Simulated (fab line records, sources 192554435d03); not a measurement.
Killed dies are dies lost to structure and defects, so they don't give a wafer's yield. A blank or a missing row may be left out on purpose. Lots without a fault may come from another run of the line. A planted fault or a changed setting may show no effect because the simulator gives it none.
Chamber matching | flow n5_finfet | N5_BEOL_M1_PRE_CLEAN_60 on cvd_co-02: 3 sister chambers
The step time 15 s. 3 wafers are shown with their chamber, then 8 later ones without.

WAFERS WITH THEIR CHAMBER
wafer  | chamber | heater_power_w (W)
L083.2 | 0       | 96
L085.3 | 1       | 110
L090.1 | 2       | 58

WAFERS WITHOUT THEIR CHAMBER
wafer  | heater_power_w (W)
L090.4 | 112
L090.5 | 98
L094.1 | 58
L094.2 | 96
L094.5 | 109
L097.2 | 58
L097.4 | 59
L097.5 | 113

WHICH CHAMBER EACH WENT THROUGH
wafer  | from the rows above | in truth
L090.4 | 1                   | 1
L090.5 | 0                   | 0
L094.1 | 2                   | 2
L094.2 | 0                   | 0
L094.5 | 1                   | 1
L097.2 | 2                   | 2
L097.4 | 2                   | 2
L097.5 | 1                   | 1
Placed correctly: 8 of 8. Can't be placed from these rows: 0. Placed wrongly: 0.
How it was worked out, from the rows above alone: a wafer's distance from a chamber is the root of the sum, over the readings, of the square of ((its reading less the chamber's mean) divided by the reading's scatter). The wafer belongs to the nearest chamber; if the next one is less than 2 further off, it can't be placed. A chamber's mean is the mean of its shown wafers. The scatter: with one shown wafer a chamber, the root of the mean of the squares of how far each hidden wafer lies from its nearest shown one.
